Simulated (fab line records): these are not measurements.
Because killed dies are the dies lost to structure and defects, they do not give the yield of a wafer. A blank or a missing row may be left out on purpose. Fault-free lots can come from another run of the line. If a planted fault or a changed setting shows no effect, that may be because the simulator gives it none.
A single fault, viewed from 2 desks + flow nand-harc + every desk sees just its own numbers, and what lay behind them comes last

AT THE METROLOGY DESK
What the gauges read for every lot (on any tool): the sampled wafers with a number, averaged. Any lot whose mean is over 4 standard deviations away from the usual mean is out of limits and marked OUT; that distance is given in the brackets.
Columns: A = thk-nm at NHARC_A_DECK1_JOINT_THK_MEAS_14, usual 51.1 nm
| lot  | first seen here | A    |
|------|-----------------|------|
| L265 | day 12 18:44    | 50.1 |
| L266 | day 12 18:45    | 50.8 |
| L267 | day 13 14:26    | 51.7 |
| L268 | day 13 14:26    | 51.6 |
| L269 | day 14 10:26    | 51.4 |
| L271 | day 15 02:30    | 52.4 |
| L272 | day 15 17:40    | 49.6 |
| L274 | day 16 04:32    | 50.8 |
| L277 | day 17 11:17    | 50.6 |
| L278 | day 18 07:46    | 52.0 |
| L279 | day 18 11:14    | 50.8 |
| L284 | day 20 21:01    | 51.5 |
| L285 | day 21 01:19    | 51.1 |
Result from this desk: across the 13 lots, nothing is out of limits.

DESK OF THE TOOL OWNER: rie-si-01
The tool's own readings at NHARC_A_DECK1_JOINT_ETCHBACK_00 (etches the open film in HBr, target depth 30 nm, time 17.4 s): means of the sampled wafers that have a number, for each lot that ran on this tool. Any lot whose mean is over 4 standard deviations away from the usual mean is out of limits and marked OUT; that distance is given in the brackets.
Columns: A = drypump-motor-current-A at NHARC_A_DECK1_JOINT_ETCHBACK_00, usual 5.7 A; B = oes-product-au at NHARC_A_DECK1_JOINT_ETCHBACK_00, usual 1.004 a.u.; C = run-length-s at NHARC_A_DECK1_JOINT_ETCHBACK_00, usual 38.7 s; D = throttle-valve-pct at NHARC_A_DECK1_JOINT_ETCHBACK_00, usual 23.265 %
| lot  | first seen here | A   | B     | C               | D      |
|------|-----------------|-----|-------|-----------------|--------|
| L265 | day 12 18:51    | 5.2 | 1.004 | 38.3            | 23.257 |
| L267 | day 13 14:35    | 5.7 | 1.012 | 39.2            | 23.268 |
| L269 | day 14 10:35    | 5.3 | 1.016 | 38.6            | 23.262 |
| L274 | day 16 04:41    | 5.1 | 1.000 | 38.2            | 23.261 |
| L277 | day 17 11:25    | 5.3 | 1.005 | 31.9 (-14) OUT  | 23.258 |
| L278 | day 18 07:56    | 5.2 | 1.005 | 35.4 (-6.7) OUT | 23.262 |
This desk's verdict: out of limits on L277, L278, starting with L277 at day 17 11:25 (run-length-s at NHARC_A_DECK1_JOINT_ETCHBACK_00). L265, L267, L269, L274: within limits.

BROUGHT TOGETHER
At day 17 11:25, on L277, L278, the tool owner's desk was in a position to raise an alarm.
Nothing out of limits was seen by the metrology desk.
The metrology desk holds a record of L277, L278, inside its limits.
The lots listed all ran NHARC_A_DECK1_JOINT_ETCHBACK_00 on rie-si-01.

WHAT THE SIMULATOR PUT IN
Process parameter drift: rie-si-01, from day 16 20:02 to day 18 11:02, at NHARC_A_DECK1_JOINT_ETCHBACK_00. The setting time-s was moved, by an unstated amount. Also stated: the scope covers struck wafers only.
Lots struck among those shown: L277, L278.
How many hours passed from the start of the fault until each desk's first out-of-limits reading: the tool owner's desk, 15.
